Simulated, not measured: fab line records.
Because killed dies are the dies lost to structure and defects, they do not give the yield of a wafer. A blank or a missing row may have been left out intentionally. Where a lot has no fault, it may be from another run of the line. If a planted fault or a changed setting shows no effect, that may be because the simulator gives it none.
Matching of chambers    flow n5-finfet    rie-diel-02 running N5_BEOL_M6_ETCH_62: 4 sister chambers
The step etches SOC in N2/H2, target depth 110 nm, overetch 22 nm, time 165 s. 4 wafers are shown with their chamber, then 8 later ones without.

EACH WAFER AND ITS CHAMBER
wafer   chamber  showerhead-plenum-p-Torr (Torr)
L078.2  3        2.65
L078.6  2        2.40
L079.2  1        2.54
L085.2  0        2.42

WAFERS WHOSE CHAMBER IS MISSING
wafer   showerhead-plenum-p-Torr (Torr)
L085.5  2.42
L085.6  2.64
L095.2  2.53
L095.5  2.41
L095.6  2.63
L096.1  2.53
L096.2  2.41
L096.5  2.53

WHICH CHAMBER EACH ONE RAN IN
wafer   from the rows above      in truth
L085.5  can't be placed: 0 or 2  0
L085.6  3                        3
L095.2  1                        1
L095.5  can't be placed: 0 or 2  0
L095.6  3                        3
L096.1  1                        1
L096.2  can't be placed: 0 or 2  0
L096.5  1                        1
5 of 8 placed correctly. Can't be placed from these rows: 3 (the true chamber is among the candidates in 3). Number placed wrongly: 0.
How it was worked out, from the rows above alone: a wafer's distance from a chamber is the root of the sum, over the readings, of the square of ((its reading less the chamber's mean) divided by the reading's scatter). If the next closest chamber is less than 2 further off than the closest, the wafer can't be placed; otherwise it belongs to the closest. For every chamber, the mean is computed from those of its wafers that are shown. The scatter (one wafer shown for each chamber): square how far every hidden wafer sits from the nearest shown wafer, average those squares and take the square root.
